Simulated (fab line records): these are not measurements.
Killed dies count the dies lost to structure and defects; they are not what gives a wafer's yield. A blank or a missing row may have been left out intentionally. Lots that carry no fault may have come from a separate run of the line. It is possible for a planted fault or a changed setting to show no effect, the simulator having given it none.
Chamber matching ; flow n5-finfet ; N5_STI_FIN_REVEAL_ALD_14 on ald-sin-04: 4 sister chambers
The step deposits Si3N4, target thk 3 nm. 20 wafers are shown with their chamber, then 10 later ones without.

== WAFERS WITH THEIR CHAMBER ==
wafer;chamber;heater-power-w (W)
L075.1;3;896
L075.4;0;885
L075.6;2;745
L076.2;0;879
L076.5;1;877
L076.6;0;868
L079.1;3;911
L079.2;2;751
L079.3;0;854
L083.2;2;743
L083.3;1;864
L083.4;0;874
L087.3;1;842
L087.4;3;869
L087.5;1;825
L090.1;1;837
L090.2;2;673
L090.3;0;885
L091.1;1;850
L091.3;0;897

SIGNATURES (means of the wafers above)
reading;chamber 0;chamber 1;chamber 2;chamber 3;scatter within a chamber
heater-power-w;877.43;849.17;728.00;892.00;22.2
Rule: a wafer lies at a distance from a chamber equal to the root of the sum of squares, over the readings, of (its reading less the chamber's mean, divided by the reading's scatter). If the next closest chamber is less than 2 further off than the closest, the wafer can't be placed; otherwise it belongs to the closest. How the scatter is found: for the shown wafers, subtract from each reading the mean of its chamber, square and add these, divide the total by (wafers less chambers), then take the root.

== WAFERS WITHOUT THEIR CHAMBER ==
wafer;heater-power-w (W)
L091.6;858
L094.1;885
L094.2;843
L094.5;867
L096.1;683
L096.2;831
L096.6;919
L097.1;900
L097.3;695
L097.5;903

== EACH ONE'S CHAMBER ==
wafer;from the rows above;in truth
L091.6;can't be placed: 1 or 0 or 3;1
L094.1;can't be placed: 3 or 0 or 1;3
L094.2;can't be placed: 1 or 0 or 3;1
L094.5;can't be placed: 0 or 1 or 3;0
L096.1;2;2
L096.2;can't be placed: 1 or 0 or 3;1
L096.6;can't be placed: 3 or 0 or 1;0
L097.1;can't be placed: 3 or 0 or 1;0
L097.3;2;2
L097.5;can't be placed: 3 or 0 or 1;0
Placed correctly: 2 of 10. Unplaceable from these rows: 8, with the true chamber sitting among the candidates in 8. Placed wrongly: 0.
